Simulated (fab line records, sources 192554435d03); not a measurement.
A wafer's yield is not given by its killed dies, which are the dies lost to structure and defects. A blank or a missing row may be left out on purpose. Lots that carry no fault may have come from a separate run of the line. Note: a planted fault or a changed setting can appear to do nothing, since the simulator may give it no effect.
Comparing a struck lot with a sound one | flow n5_finfet | 15 out of 1938 route steps
Sound: these wafers, L769.2, L769.3, L769.6. Struck: wafer L773.3 (left out: L773.1, L773.4 of the same lot, which were not struck); the cause appears at the end.
Order at every step that has rows: each side's tool, ch and its chambers, its first start. Under that, the readings that differ: sound wafers | struck wafers | difference of the means | sigmas: that difference in standard deviations of wafers without a fault.
alike: words and numbers the same on both sides, and readings whose means are apart by under 2 such deviations; not compared: readings that were withheld, readings missing a value for some wafer, numbers with overlapping values and no deviation given by the record, and bounds like >300 which may hide the same value.
A row with sigmas, a row that says differs or no value, or rows on one side alone: a step with any of these is where the two part. Non-overlapping numbers with no deviation appear without sigmas and do not part them. Lack of a reading on every wafer of one side parts them only where that side has two or more wafers.

first, 3 steps without rows for these wafers: N5_BEOL_M8_EXPOSE_08 (exposes mask M8); N5_BEOL_M8_PEB_09 (peb time 60 s); N5_BEOL_M8_DEVELOP_10 (develop time 30 s).
N5_BEOL_M8_CD_MEAS_11: target cd 38.5 nm.
  sound on cd_sem-03 ch 0, day 11 18:49; struck on cd_sem-01 ch 0, day 12 20:26
  alike: cd_nm
N5_BEOL_M8_OVL_MEAS_12:
  sound on overlay-01 ch 0, day 11 18:51; struck on overlay-02 ch 0, day 12 20:28
  alike: M8_OVL
N5_BEOL_M8_INSPECT_13: inspects for defects (brightfield).
  sound on defect_inspect-01, day 11 18:52; struck on defect_inspect-02, day 12 20:29
  reading          | sound       | struck | difference | sigmas
  raw_defect_count | 579 555 476 | 326    | -211       | -2
N5_BEOL_M8_DESCUM_16: chemistry O2, time 7.9 s.
  sound on rie_diel-03 ch 0,2, day 11 18:55; struck on rie_diel-06 ch 0, day 12 20:40
  reading                         | sound             | struck | difference | sigmas
  rf_vpp_V (V)                    | 242.8 244.4 245.9 | 241.2  | -3.2       | -3
  showerhead_plenum_p_Torr (Torr) | 1.97 2.25 2.25    | 1.99   | -0.17      | -3
  alike: drypump_motor_current_A, o2_flow_sccm, oes_product_au, throttle_valve_pct
  not compared: rf_hours_counter_h
N5_BEOL_M8_ETCH_61: etches SiARC in CF4, target depth 45.5 nm, time 75.8 s.
  sound on rie_diel-03 ch 0,2, day 11 18:56; struck on rie_diel-06 ch 0, day 12 20:41
  reading                         | sound             | struck | difference | sigmas
  rf_vpp_V (V)                    | 184.3 186.0 186.2 | 183.1  | -2.4       | -2
  showerhead_plenum_p_Torr (Torr) | 2.03 2.28 2.28    | 2.06   | -0.14      | -2
  alike: bias_w, drypump_motor_current_A, etch_rf_on_time_s, oes_product_au, throttle_valve_pct
  not compared: rf_hours_counter_h
N5_BEOL_M8_ETCH_62: etches SOC in N2/H2, target depth 110 nm, overetch 22 nm, time 165 s.
  sound on rie_diel-03 ch 0,2, day 11 19:00; struck on rie_diel-06 ch 0, day 12 20:45
  reading                         | sound             | struck | difference | sigmas
  rf_vpp_V (V)                    | 520.2 528.6 530.1 | 520.2  | -6.1       | -3
  showerhead_plenum_p_Torr (Torr) | 2.43 2.72 2.72    | 2.42   | -0.20      | -3
  alike: bias_w, drypump_motor_current_A, oes_product_au, throttle_valve_pct
  not compared: rf_hours_counter_h
then, 1 step without rows for these wafers: N5_BEOL_M8_STRIP_68 (strips in N2/H2).
N5_BEOL_M8_STRIP_67: strips in CF4.
  sound on rie_diel-03 ch 0,2, day 11 19:08; struck on rie_diel-06 ch 0, day 12 20:53
  reading                         | sound             | struck | difference | sigmas
  rf_vpp_V (V)                    | 270.2 273.5 273.1 | 269.5  | -2.8       | -2
  showerhead_plenum_p_Torr (Torr) | 1.70 1.89 1.89    | 1.72   | -0.11      | -2
  alike: chamber_pressure_mTorr, drypump_motor_current_A, oes_product_au, throttle_valve_pct
  not compared: rf_hours_counter_h
N5_BEOL_M8_HM_OPEN_17: chemistry Cl2/BCl3, target TiN, target depth 20 nm, overetch 6 nm.
  sound on rie_metal-02 ch 0,1, day 11 19:11; struck on rie_metal-03 ch 1, day 12 20:56
  alike: bias_w, drypump_motor_current_A, oes_product_au, throttle_valve_pct
  not compared: rf_hours_counter_h
N5_BEOL_M8_STRIP_19: strips in O2.
  sound on rie_diel-03 ch 0,1,3, day 11 19:19; struck on rie_diel-06 ch 0, day 12 21:05
  reading                        | sound             | struck | difference | sigmas
  chamber_pressure_mTorr (mTorr) | 29.98 30.07 30.00 | 38.96  | +8.94      | +99 or more
  alike: drypump_motor_current_A, o2_flow_sccm, oes_product_au, rf_vpp_V, showerhead_plenum_p_Torr, throttle_valve_pct
  not compared: rf_hours_counter_h
N5_BEOL_M8_CD_MEAS_18: pitch 80 nm, target cd 40 nm.
  sound on cd_sem-01, day 11 19:23; struck on cd_sem-02, day 12 21:10
  alike: cd_nm
-- the record jumps here: 3 days lie between the struck wafers' starts before and after (it left off in module BEOL_M8 and takes up again in module PASSIVATION, whose first step shown is number 1936 of the route) --
N5_PASSIVATION_PROBE_49:
  sound on prober-02, day 15 10:26; struck on prober-02, day 15 19:58
  alike: defect_limited_yield, killed_at_M0_to_M3, killed_at_M4_up, killed_at_contacts, killed_at_front_end, killed_at_other, killed_dies, killed_open, killed_short, sort_bin_5_function, sort_bin_6_memory, sort_bin_8_speed, sort_n_pass, sort_yield_pct

## WHERE THEY PART
First at N5_BEOL_M8_INSPECT_13; last, within this record, at N5_BEOL_M8_STRIP_19. Later steps at which nothing parts them and some readings are alike: N5_BEOL_M8_CD_MEAS_18, N5_PASSIVATION_PROBE_49.

WHY: the cause the simulator had injected
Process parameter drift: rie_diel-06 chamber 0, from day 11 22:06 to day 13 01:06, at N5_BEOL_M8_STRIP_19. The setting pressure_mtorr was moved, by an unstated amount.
